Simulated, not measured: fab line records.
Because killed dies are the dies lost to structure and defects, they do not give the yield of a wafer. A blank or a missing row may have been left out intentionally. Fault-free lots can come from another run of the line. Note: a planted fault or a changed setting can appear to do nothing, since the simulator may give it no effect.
Chamber matching -- flow nand harc -- NHARC_P_BONDPAD_CMP_32 on cmp-03: 4 sister chambers
The step polishes SiCN, target thk 200 nm. 4 wafers are shown with their chamber, then 8 later ones without.

## WAFERS PAIRED WITH THEIR CHAMBERS
wafer,chamber,motor current A (A)
L079.2,3,12.4
L081.3,2,12.8
L081.5,0,10.5
L090.3,1,12.9

## WAFERS WHOSE CHAMBER IS MISSING
wafer,motor current A (A)
L090.4,10.1
L090.5,12.3
L092.1,12.1
L092.2,11.5
L092.6,11.8
L096.1,12.2
L096.2,11.9
L096.4,10.1

## WHICH CHAMBER EACH ONE RAN IN
wafer,from the rows above,in truth
L090.4,0,0
L090.5,can't be placed: 3 or 2 or 1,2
L092.1,can't be placed: 3 or 2 or 1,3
L092.2,can't be placed: 3 or 0 or 2 or 1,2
L092.6,can't be placed: 3 or 2 or 1 or 0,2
L096.1,can't be placed: 3 or 2 or 1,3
L096.2,can't be placed: 3 or 2 or 1 or 0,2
L096.4,0,0
Correctly placed: 2 of 8. Can't be placed from these rows: 6 (the true chamber is among the candidates in 6). Wrongly placed: 0.
How it was worked out, from the rows above alone: a wafer's distance from a chamber is the root of the sum, over the readings, of the square of ((its reading less the chamber's mean) divided by the reading's scatter). The wafer belongs to the nearest chamber; if the next one is less than 2 further off, it can't be placed. For every chamber, the mean is computed from those of its wafers that are shown. The scatter: with one shown wafer a chamber, the root of the mean of the squares of how far each hidden wafer lies from its nearest shown one.
